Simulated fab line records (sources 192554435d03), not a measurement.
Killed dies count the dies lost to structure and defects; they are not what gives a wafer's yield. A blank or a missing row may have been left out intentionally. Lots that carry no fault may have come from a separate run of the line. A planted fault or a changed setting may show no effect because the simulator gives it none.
One fault seen from 3 desks :: flow n5Finfet :: each desk holds nothing but its own numbers, with what lay behind them at the end

## FOR THE TOOL OWNER'S DESK: lithoTrack-04
The tool's own readings at N5_BEOL_M14_COAT_65 (time 60 s, resist thk 450 nm): means of the sampled wafers that have a number, for each lot that ran on this tool. If a lot's mean is further than 4 standard deviations from the usual mean, the lot is out of limits and carries the mark OUT (the distance appears in the brackets).
Columns: A = spinSpeedRpm at N5_BEOL_M14_COAT_65, usual 1500.0 rpm
lot: L359
first seen here: day 12 14:52
A: 1499.5

lot: L370
first seen here: day 15 03:28
A: 1466.1 (-31) OUT

lot: L371
first seen here: day 15 08:41
A: 1466.3 (-31) OUT
This desk finds L370, L371 out of limits, L370 being first, at day 15 03:28 (spinSpeedRpm at N5_BEOL_M14_COAT_65). L359 stayed within limits.

## THE DEFECT DESK
What the inspections along the route counted, lot by lot: means of the sampled wafers that have a number. If a lot's mean is further than 4 standard deviations from the usual mean, the lot is out of limits and carries the mark OUT (the distance appears in the brackets).
Columns: A = rawDefectCount at N5_BEOL_M14_INSPECT_12, usual 2.0
lot: L355
first seen here: day 11 06:15
A: 2.0

lot: L359
first seen here: day 12 13:48
A: 1.0

lot: L370
first seen here: day 15 02:41
A: 0.7

lot: L371
first seen here: day 15 08:11
A: 1.3

lot: L373
first seen here: day 15 21:08
A: 2.7

lot: L374
first seen here: day 16 09:00
A: 0.7
This desk's finding: nothing out of limits on any of the 6 lots.

## FROM THE METROLOGY DESK
Means of the sampled wafers that have a number, per lot and without regard to the tool the lot ran on: this is what the gauges read. If a lot's mean is further than 4 standard deviations from the usual mean, the lot is out of limits and carries the mark OUT (the distance appears in the brackets).
Columns: A = cdNm at N5_BEOL_M14_CD_MEAS_10, usual 249.7 nm; B = V13_OVL at N5_BEOL_M14_OVL_MEAS_11, usual 3 nm; C = cdNm at N5_BEOL_M14_CD_MEAS_17, usual 250.4 nm
lot: L355
first seen here: day 11 06:11
A: 249.9
B: -3
C: 250.4

lot: L359
first seen here: day 12 13:45
A: 248.9
B: -1
C: 249.8

lot: L370
first seen here: day 15 02:38
A: 251.4
B: 10
C: 250.8

lot: L371
first seen here: day 15 08:07
A: 249.0
B: 7
C: 250.0

lot: L373
first seen here: day 15 21:04
A: 247.9
B: 7
C: 248.2

lot: L374
first seen here: day 16 08:57
A: 249.9
B: 2
C: 251.9
This desk's finding: nothing out of limits on any of the 6 lots.

## BROUGHT TOGETHER
At day 15 03:28, on L370, L371, the tool owner's desk was in a position to raise an alarm.
No out-of-limits result turned up at the defect desk.
Metrology desk: nothing out of limits seen.
The defect desk has L370, L371 on record, within its limits.
The metrology desk holds a record of L370, L371, inside its limits.
N5_BEOL_M14_COAT_65 was run on lithoTrack-04 by each of the lots named.

## WHAT HAD BEEN PUT IN BY THE SIMULATOR
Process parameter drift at N5_BEOL_M14_COAT_65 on lithoTrack-04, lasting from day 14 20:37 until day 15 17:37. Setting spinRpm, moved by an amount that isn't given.
Shown lots that were struck: L370, L371.
How many hours passed from the start of the fault until each desk's first out-of-limits reading: the tool owner's desk, 7.
